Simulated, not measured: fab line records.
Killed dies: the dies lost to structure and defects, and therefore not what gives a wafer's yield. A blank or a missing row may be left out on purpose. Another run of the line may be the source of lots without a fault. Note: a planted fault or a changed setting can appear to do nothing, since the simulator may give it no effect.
The tool behind it: which one? :: flow nand harc :: 36 wafers sampled from 12 lots at 1 step of a route of 1302

WHAT THE GAUGES READ, wafer by wafer
NHARC_A_BLC_CD_MEAS_10: target cd 100 nm.
lot: L075
measured: day 23 02:25
on: cd sem-01
cd nm (nm): 100.3 100.5 100.0

lot: L076
measured: day 23 19:13
on: cd sem-01
cd nm (nm): 100.9 100.6 100.4

lot: L081
measured: day 25 02:20
on: cd sem-03
cd nm (nm): 98.8 99.6 99.4

lot: L080
measured: day 25 10:25
on: cd sem-03
cd nm (nm): 99.4 99.5 100.2

lot: L082
measured: day 26 09:29
on: cd sem-01
cd nm (nm): 100.9 100.6 100.8

lot: L084
measured: day 26 15:21
on: cd sem-03
cd nm (nm): 100.6 99.7 100.6

lot: L088
measured: day 28 15:16
on: cd sem-03
cd nm (nm): 99.8 100.0 99.9

lot: L087
measured: day 28 21:27
on: cd sem-03
cd nm (nm): 100.2 99.9 99.6

lot: L091
measured: day 29 18:47
on: cd sem-03
cd nm (nm): 100.3 99.8 99.7

lot: L092
measured: day 30 11:16
on: cd sem-02
cd nm (nm): 100.5 100.3 101.1

lot: L095
measured: day 31 01:50
on: cd sem-03
cd nm (nm): 99.4 99.6 99.9

lot: L097
measured: day 32 17:04
on: cd sem-02
cd nm (nm): 99.9 99.2 100.5

WHAT TOOL EACH LOT RAN ON (gives the tool, then ch and the chambers of the sampled wafers, and finally the start)
There is no process step in the record ahead of these readings.

THE ANSWER, worked out from the rows above alone
Rule: the lots themselves supply what counts as usual. Put in order of their means at a reading, lots are off if they are a third of the lots or fewer, leave a main group of 4 or more, and stand apart from it by a gap of 3 or more times the standard deviation of the main group's means; of several such gaps the widest counts. Not used: any main group whose means are identical at the precision the tables above print for the reading. Also off: a lot with no number at a reading for which 4 or more lots have one. The other lots that the step has rows for count as sound.
No lot is off at any reading shown: from this, nothing can be told.

WHAT HAD BEEN PUT IN BY THE SIMULATOR
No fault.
